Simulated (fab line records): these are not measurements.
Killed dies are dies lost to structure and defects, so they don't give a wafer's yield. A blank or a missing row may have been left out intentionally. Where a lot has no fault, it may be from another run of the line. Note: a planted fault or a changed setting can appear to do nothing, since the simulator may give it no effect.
Struck lot and sound lot, side by side + flow nand harc + 14 steps out of a route of 1159
Sound: these wafers, L220.2, L220.4, L220.5. Struck: wafers L232.2, L232.5, L232.6. Last of all comes the cause.
Order at every step that has rows: each side's tool, ch and its chambers, its first start. Under that, the readings that differ: sound wafers + struck wafers + difference of the means + sigmas: that difference in standard deviations of wafers without a fault.
alike: readings whose means differ by less than 2 such deviations, and words and numbers that are the same on both sides. not compared: withheld readings, readings that some wafer has no value for, bounds like >300 that may hide the same value, and numbers for which the record gives no deviation and whose values overlap.
The two part at a step that has a row with sigmas, a row that says differs or no value, or rows on one side only. Numbers that have no deviation but don't overlap get no sigmas and don't part them. Lack of a reading on every wafer of one side parts them only where that side has two or more wafers.

first, 10 steps without rows for these wafers: NHARC_A_STAIRCASE_SRD_208; NHARC_A_STAIRCASE_DEHYDRATE_209 (time 120 s); NHARC_A_STAIRCASE_HMDS_210 (time 30 s); NHARC_A_STAIRCASE_COAT_211; NHARC_A_STAIRCASE_SOFTBAKE_212 (time 170 s); NHARC_A_STAIRCASE_EBR_213; NHARC_A_STAIRCASE_EXPOSE_214 (exposes mask STAIR 3); NHARC_A_STAIRCASE_PEB_215 (peb time 130 s); NHARC_A_STAIRCASE_DEVELOP_216 (time 140 s); NHARC_A_STAIRCASE_HARDBAKE_218 (time 140 s).
NHARC_A_STAIRCASE_DESCUM_219: chemistry O2, time 3 s.
  sound on rie diel-07 ch 1,2,3, day 12 10:36; struck on rie diel-07 ch 2,3, day 15 10:10
  alike: drypump motor current A, oes product au, rf vpp V, showerhead plenum p Torr, throttle valve pct
  not compared: rf hours counter h
NHARC_A_STAIRCASE_TRIM_220: chemistry O2, time 211.2 s.
  sound on rie diel-07 ch 1,3, day 12 10:43; struck on rie diel-07 ch 1,2, day 15 10:26
| reading          | sound             | struck            | difference | sigmas      |
|------------------|-------------------|-------------------|------------|-------------|
| run length s (s) | 232.8 232.7 233.0 | 188.0 187.5 187.7 | -45.1      | -99 or more |
  alike: drypump motor current A, oes product au, rf vpp V, showerhead plenum p Torr, throttle valve pct
  not compared: rf hours counter h
NHARC_A_STAIRCASE_ETCH_221: etches the open film in C4F8/O2, target depth 100 nm, time 40.5 s.
  sound: rie diel-07 ch 1,2,3; struck: rie diel-07 ch 0,1,2
  alike: oes product au, rf vpp V
  not compared: rf hours counter h
then, 1 step without rows for these wafers: NHARC_END_SORT_01.

WHERE THEY PART
At NHARC_A_STAIRCASE_TRIM_220 and nowhere else, as far as this record goes. Later steps at which nothing parts them and some readings are alike: NHARC_A_STAIRCASE_ETCH_221.

WHY: whatever the simulator had introduced
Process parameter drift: rie diel-07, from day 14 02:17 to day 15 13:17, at NHARC_A_STAIRCASE_TRIM_220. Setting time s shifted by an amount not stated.
